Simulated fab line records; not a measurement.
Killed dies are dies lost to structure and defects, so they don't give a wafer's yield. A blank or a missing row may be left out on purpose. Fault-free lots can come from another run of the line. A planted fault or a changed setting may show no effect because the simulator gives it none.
What tool caused it?	flow n5 finfet	24 lots, 72 wafers sampled, at 6 steps of a route of 1938

== WHAT EACH GAUGE READ, for each wafer ==
Not one reading of a measure or inspect step in the record can be checked against a usual standard deviation.

== WHICH TOOL RAN EACH LOT (tool, then ch and the chambers of the sampled wafers, then the start) ==
lot	N5_BEOL_M6_DEGAS_44	N5_BEOL_M6_PRE_CLEAN_45	N5_BEOL_M6_SURFACE_TREAT_79	N5_BEOL_M7_ETCH_66	N5_BEOL_M7_ETCH_41	N5_BEOL_M7_CMP_52
L074	pvd sputter-03, day 8 20:19	pvd sputter-03, day 8 20:22	pvd sputter-03, day 8 20:43	rie diel-01 ch 0,1, day 9 02:28	rie diel-01 ch 0,1, day 9 05:52 or earlier	cmp-04 ch 0,2,3, day 9 05:52
L075	pvd sputter-02, day 8 23:16	pvd sputter-02, day 8 23:19	pvd sputter-02, day 8 23:46	rie diel-01 ch 1,2, day 9 03:36	rie diel-01 ch 1,2, day 9 06:04 or earlier	cmp-01 ch 0,2, day 9 06:04
L077	pvd sputter-03, day 9 00:11	pvd sputter-03, day 9 00:14	pvd sputter-03, day 9 00:38	rie diel-03 ch 0,3, day 9 05:19	rie diel-03 ch 0,3, day 9 07:20 or earlier	cmp-02 ch 1,2,3, day 9 07:20
L076	pvd sputter-03, day 9 05:59	pvd sputter-03, day 9 06:02	pvd sputter-01, day 9 06:22	rie diel-05 ch 0,2, day 9 11:16	rie diel-05 ch 0,2, day 9 13:51 or earlier	cmp-01 ch 1,2,3, day 9 13:51
L079	pvd sputter-02, day 10 01:22	pvd sputter-02, day 10 01:25	pvd sputter-02, day 10 01:53	rie diel-03 ch 1,2, day 10 08:24	rie diel-03 ch 1,2, day 10 11:41 or earlier	cmp-02 ch 0,2,3, day 10 11:41
L080	pvd sputter-02, day 10 02:04	pvd sputter-02, day 10 02:07	pvd sputter-02, day 10 02:35	rie diel-05 ch 0,1, day 10 09:24	rie diel-05 ch 0,1, day 10 13:19 or earlier	cmp-04 ch 2,3, day 10 13:19
L078	pvd sputter-02, day 10 05:29	pvd sputter-02, day 10 05:32	pvd sputter-02, day 10 05:58	rie diel-03 ch 1,2, day 10 13:43	rie diel-03 ch 1,2, day 10 16:25 or earlier	cmp-04 ch 1,2, day 10 16:25
L081	pvd sputter-02, day 10 09:25	pvd sputter-02, day 10 09:27	pvd sputter-02, day 10 09:55	rie diel-01 ch 1,3, day 10 16:02	rie diel-01 ch 1,3, day 10 18:37 or earlier	cmp-02 ch 0,2, day 10 18:37
L082	pvd sputter-01, day 10 13:00	pvd sputter-01, day 10 13:02	pvd sputter-02, day 10 13:50	rie diel-03 ch 0,1,3, day 10 20:02	rie diel-03 ch 0,1,3, day 10 23:01 or earlier	cmp-04 ch 1,3, day 10 23:01
L083	pvd sputter-03, day 10 15:10	pvd sputter-03, day 10 15:13	pvd sputter-01, day 10 15:41	rie diel-05 ch 0,1,2, day 10 21:51	rie diel-05 ch 0,1,2, day 10 23:59 or earlier	cmp-04 ch 0,2,3, day 10 23:59
L084	pvd sputter-01, day 10 21:09	pvd sputter-01, day 10 21:11	pvd sputter-03, day 10 21:38	rie diel-05 ch 0,2,3, day 11 06:18	rie diel-05 ch 0,2,3, day 11 09:02 or earlier	cmp-01 ch 1,2, day 11 09:02
L085	pvd sputter-03, day 11 11:37	pvd sputter-03, day 11 11:39	pvd sputter-02, day 11 12:04	rie diel-03 ch 0,1, day 11 18:57	rie diel-03 ch 0,1, day 11 21:19 or earlier	cmp-02 ch 1,2,3, day 11 21:19
L086	pvd sputter-02, day 11 14:53	pvd sputter-02, day 11 14:56	pvd sputter-02, day 11 15:21	rie diel-05 ch 0,1,3, day 11 22:10	rie diel-05 ch 0,1,3, day 12 02:11 or earlier	cmp-01 ch 0,1,2, day 12 02:11
L087	pvd sputter-03, day 12 01:16	pvd sputter-03, day 12 01:19	pvd sputter-02, day 12 02:07	rie diel-01 ch 0,1, day 12 08:14	rie diel-01 ch 0,1, day 12 11:29 or earlier	cmp-02 ch 2,3, day 12 11:29
L088	pvd sputter-01, day 12 09:23	pvd sputter-01, day 12 09:26	pvd sputter-01, day 12 10:01	rie diel-01 ch 0,1,3, day 12 16:38	rie diel-01 ch 0,1,3, day 12 19:36 or earlier	cmp-02 ch 0,1,3, day 12 19:36
L090	pvd sputter-02, day 12 10:46	pvd sputter-02, day 12 10:49	pvd sputter-03, day 12 11:13	rie diel-03 ch 2,3, day 12 17:04	rie diel-03 ch 2,3, day 12 20:37 or earlier	cmp-02 ch 0,1,2, day 12 20:37
L089	pvd sputter-02, day 12 18:19	pvd sputter-02, day 12 18:22	pvd sputter-03, day 12 18:49	rie diel-01 ch 2,3, day 12 23:42	rie diel-01 ch 2,3, day 13 02:36 or earlier	cmp-02 ch 1,2,3, day 13 02:36
L091	pvd sputter-03, day 12 21:02	pvd sputter-03, day 12 21:04	pvd sputter-03, day 12 21:32	rie diel-05 ch 1,2, day 13 01:43	rie diel-05 ch 1,2, day 13 04:14 or earlier	cmp-01 ch 0,1,2, day 13 04:14
L092	pvd sputter-03, day 13 03:07	pvd sputter-03, day 13 03:09	pvd sputter-01, day 13 03:37	rie diel-05 ch 0,1,3, day 13 13:10	rie diel-05 ch 0,1,3, day 13 15:47 or earlier	cmp-01 ch 0,1,2, day 13 15:47
L093	pvd sputter-02, day 13 13:06	pvd sputter-02, day 13 13:08	pvd sputter-02, day 13 13:35	rie diel-03 ch 1,2, day 13 19:40	rie diel-03 ch 1,2, day 13 22:44 or earlier	cmp-04 ch 0,2,3, day 13 22:44
L094	pvd sputter-03, day 13 19:44	pvd sputter-03, day 13 19:47	pvd sputter-01, day 13 20:10	rie diel-03 ch 1,2,3, day 14 00:45	rie diel-03 ch 1,2,3, day 14 04:43 or earlier	cmp-04 ch 0,1,3, day 14 04:43
L095	pvd sputter-01, day 13 20:36	pvd sputter-01, day 13 20:38	pvd sputter-01, day 13 21:05	rie diel-01 ch 0,1,3, day 14 04:01	rie diel-01 ch 0,1,3, day 14 07:31 or earlier	cmp-01 ch 0,1,2, day 14 07:31
L096	pvd sputter-02, day 14 06:56	pvd sputter-02, day 14 06:59	pvd sputter-01, day 14 07:22	rie diel-01 ch 0,1,3, day 14 15:45	rie diel-01 ch 0,1,3, day 14 19:23 or earlier	cmp-01 ch 1,2, day 14 19:23
L097	pvd sputter-01, day 14 12:27	pvd sputter-01, day 14 12:29	pvd sputter-01, day 14 13:05	rie diel-05 ch 0,1, day 14 19:26	rie diel-05 ch 0,1, day 14 22:28 or earlier	cmp-01 ch 0,1, day 14 22:28
- N5_BEOL_M6_DEGAS_44: time 60 s.
- N5_BEOL_M6_PRE_CLEAN_45: time 30 s.
- N5_BEOL_M6_SURFACE_TREAT_79
- N5_BEOL_M7_ETCH_66: etches SOC in N2/H2, target depth 80 nm, overetch 16 nm, time 120 s.
- N5_BEOL_M7_ETCH_41: etches SiCN in CH3F/O2, target depth 31.9 nm, time 57.8 s.
- N5_BEOL_M7_CMP_52: polishes, stops on SiCOH lowk, t overpolish 6.9 s, target thk 80 nm.

== WHAT THE TOOLS THEMSELVES READ (means of the sampled wafers that have a number; where no wafer has one, the mark that the record gives instead) ==
N5_BEOL_M6_DEGAS_44.
lot	tool	heater power w (W)
L074	pvd sputter-03	358
L075	pvd sputter-02	356
L077	pvd sputter-03	332
L076	pvd sputter-03	320
L079	pvd sputter-02	337
L080	pvd sputter-02	358
L078	pvd sputter-02	335
L081	pvd sputter-02	347
L082	pvd sputter-01	355
L083	pvd sputter-03	347
L084	pvd sputter-01	356
L085	pvd sputter-03	330
L086	pvd sputter-02	331
L087	pvd sputter-03	339
L088	pvd sputter-01	372
L090	pvd sputter-02	341
L089	pvd sputter-02	362
L091	pvd sputter-03	345
L092	pvd sputter-03	330
L093	pvd sputter-02	327
L094	pvd sputter-03	320
L095	pvd sputter-01	328
L096	pvd sputter-02	337
L097	pvd sputter-01	355

N5_BEOL_M6_PRE_CLEAN_45.
lot	tool	heater power w (W)
L074	pvd sputter-03	353
L075	pvd sputter-02	362
L077	pvd sputter-03	324
L076	pvd sputter-03	319
L079	pvd sputter-02	337
L080	pvd sputter-02	359
L078	pvd sputter-02	325
L081	pvd sputter-02	357
L082	pvd sputter-01	355
L083	pvd sputter-03	344
L084	pvd sputter-01	359
L085	pvd sputter-03	323
L086	pvd sputter-02	333
L087	pvd sputter-03	342
L088	pvd sputter-01	373
L090	pvd sputter-02	340
L089	pvd sputter-02	363
L091	pvd sputter-03	338
L092	pvd sputter-03	331
L093	pvd sputter-02	334
L094	pvd sputter-03	322
L095	pvd sputter-01	327
L096	pvd sputter-02	336
L097	pvd sputter-01	353

N5_BEOL_M7_ETCH_66.
lot	tool	drypump motor current A (A)	oes product au (a.u.)	rf vpp V (V)	showerhead plenum p Torr (Torr)	throttle valve pct (%)
L074	rie diel-01	5.9	0.63	527.6	2.67	17.69
L075	rie diel-01	6.0	0.65	528.2	2.68	17.77
L077	rie diel-03	5.3	0.56	523.2	2.52	17.79
L076	rie diel-05	5.7	0.58	521.4	2.44	17.78
L079	rie diel-03	5.4	0.56	526.4	2.63	17.69
L080	rie diel-05	5.1	0.67	522.5	2.48	17.68
L078	rie diel-03	5.3	0.56	526.7	2.64	17.70
L081	rie diel-01	5.2	0.69	525.8	2.64	17.46
L082	rie diel-03	5.3	0.56	523.6	2.53	17.76
L083	rie diel-05	5.6	0.63	521.5	2.47	17.80
L084	rie diel-05	5.9	0.59	521.7	2.44	17.78
L085	rie diel-03	5.4	0.54	525.7	2.62	17.77
L086	rie diel-05	5.8	0.64	521.8	2.47	17.80
L087	rie diel-01	5.9	0.68	526.9	2.66	17.59
L088	rie diel-01	5.6	0.69	525.8	2.63	17.56
L090	rie diel-03	5.2	0.57	520.9	2.44	17.71
L089	rie diel-01	5.4	0.63	526.0	2.61	17.74
L091	rie diel-05	6.1	0.63	521.8	2.47	17.95
L092	rie diel-05	5.8	0.63	522.1	2.46	17.81
L093	rie diel-03	5.3	0.55	526.0	2.62	17.75
L094	rie diel-03	5.3	0.55	524.0	2.53	17.74
L095	rie diel-01	5.6	0.66	526.9	2.62	17.58
L096	rie diel-01	5.6	0.66	525.7	2.62	17.59
L097	rie diel-05	5.6	0.65	522.2	2.49	17.85

N5_BEOL_M7_ETCH_41.
lot	tool	drypump motor current A (A)	oes product au (a.u.)	rf vpp V (V)	showerhead plenum p Torr (Torr)	throttle valve pct (%)
L074	rie diel-01	5.9	0.83	299.9	2.10	16.25
L075	rie diel-01	6.0	0.86	299.8	2.10	16.27
L077	rie diel-03	5.3	0.73	297.6	1.98	16.23
L076	rie diel-05	5.7	0.76	295.2	1.93	16.36
L079	rie diel-03	5.3	0.73	298.9	2.07	16.25
L080	rie diel-05	5.1	0.89	296.6	1.95	16.14
L078	rie diel-03	5.2	0.73	299.3	2.07	16.24
L081	rie diel-01	5.2	0.92	298.7	2.08	16.02
L082	rie diel-03	5.3	0.72	297.1	1.99	16.24
L083	rie diel-05	5.6	0.83	295.8	1.94	16.26
L084	rie diel-05	5.9	0.77	295.9	1.92	16.35
L085	rie diel-03	5.5	0.72	299.1	2.06	16.29
L086	rie diel-05	5.8	0.83	295.3	1.94	16.25
L087	rie diel-01	5.9	0.90	299.0	2.09	16.13
L088	rie diel-01	5.6	0.90	299.1	2.07	16.08
L090	rie diel-03	5.2	0.74	296.5	1.92	16.22
L089	rie diel-01	5.4	0.84	298.2	2.05	16.22
L091	rie diel-05	6.1	0.83	296.3	1.93	16.29
L092	rie diel-05	5.8	0.82	295.8	1.94	16.28
L093	rie diel-03	5.4	0.71	298.0	2.06	16.30
L094	rie diel-03	5.3	0.72	297.0	1.98	16.27
L095	rie diel-01	5.6	0.88	298.2	2.06	16.10
L096	rie diel-01	5.6	0.88	297.8	2.06	16.12
L097	rie diel-05	5.6	0.86	296.5	1.95	16.21

N5_BEOL_M7_CMP_52.
lot	tool	barrier field endpoint s (s)	head pressure psi (psi)	motor current A (A)	overpolish run s (s)	slurry filter dp kPa (kPa)	time to endpoint s (s)
L074	cmp-04	28.9	1.0015	6.4	6.899	13.41	62.7
L075	cmp-01	29.1	1.0014	6.2	6.899	13.39	63.5
L077	cmp-02	29.4	1.0002	6.0	6.902	13.66	63.7
L076	cmp-01	29.1	1.0001	5.8	6.892	13.42	61.8
L079	cmp-02	28.4	1.0030	5.8	6.907	13.44	61.1
L080	cmp-04	29.1	1.0009	6.3	6.892	13.53	62.6
L078	cmp-04	27.9	0.9998	7.6	6.899	13.51	59.9
L081	cmp-02	29.2	1.0017	5.7	6.898	13.45	63.2
L082	cmp-04	28.8	1.0013	6.7	6.898	13.50	64.8
L083	cmp-04	28.8	1.0002	6.3	6.897	13.36	64.9
L084	cmp-01	28.8	0.9983	5.4	6.905	13.56	58.8
L085	cmp-02	29.2	1.0014	6.0	6.897	13.44	61.9
L086	cmp-01	29.1	1.0002	5.8	6.902	13.39	64.9
L087	cmp-02	28.7	1.0009	5.7	6.900	13.54	61.6
L088	cmp-02	28.9	0.9998	6.1	6.891	13.39	63.0
L090	cmp-02	28.4	1.0006	5.7	6.910	13.63	62.3
L089	cmp-02	28.0	1.0001	5.9	6.900	13.57	60.7
L091	cmp-01	29.0	1.0006	5.8	6.894	13.36	63.0
L092	cmp-01	29.5	1.0017	5.8	6.898	13.45	66.3
L093	cmp-04	28.6	0.9993	6.5	6.897	13.71	59.5
L094	cmp-04	28.7	1.0005	6.7	6.897	13.42	58.8
L095	cmp-01	29.2	1.0001	6.0	6.896	13.46	62.6
L096	cmp-01	28.4	0.9989	5.8	6.906	13.50	60.6
L097	cmp-01	29.6	0.9987	6.0	6.901	13.44	66.0

== THE ANSWER, worked out from the rows above alone ==
Rule: what is usual is taken from the lots themselves. The widest of any qualifying gaps counts: lots, ordered by their means at a reading, are off when they make up no more than a third of the lots, leave a main group of 4 or more, and stand apart from it by 3 or more times the standard deviation of that group's means. If all means in a main group match to the digits the tables above print for the reading, that group is not used. Also off: a lot with no number at a reading for which 4 or more lots have one. All remaining lots with rows at the step are treated as sound. The gauges are gone through in route order, then the tools' own readings, and for those a lot's mean is taken as printed above. The first step at which some lot is off is used, and at that step the reading that is off furthest; a lot without a number counts as furthest.
Nothing can be told from this: no lot is off at any reading shown.

== WHAT THE SIMULATOR HAD PUT IN ==
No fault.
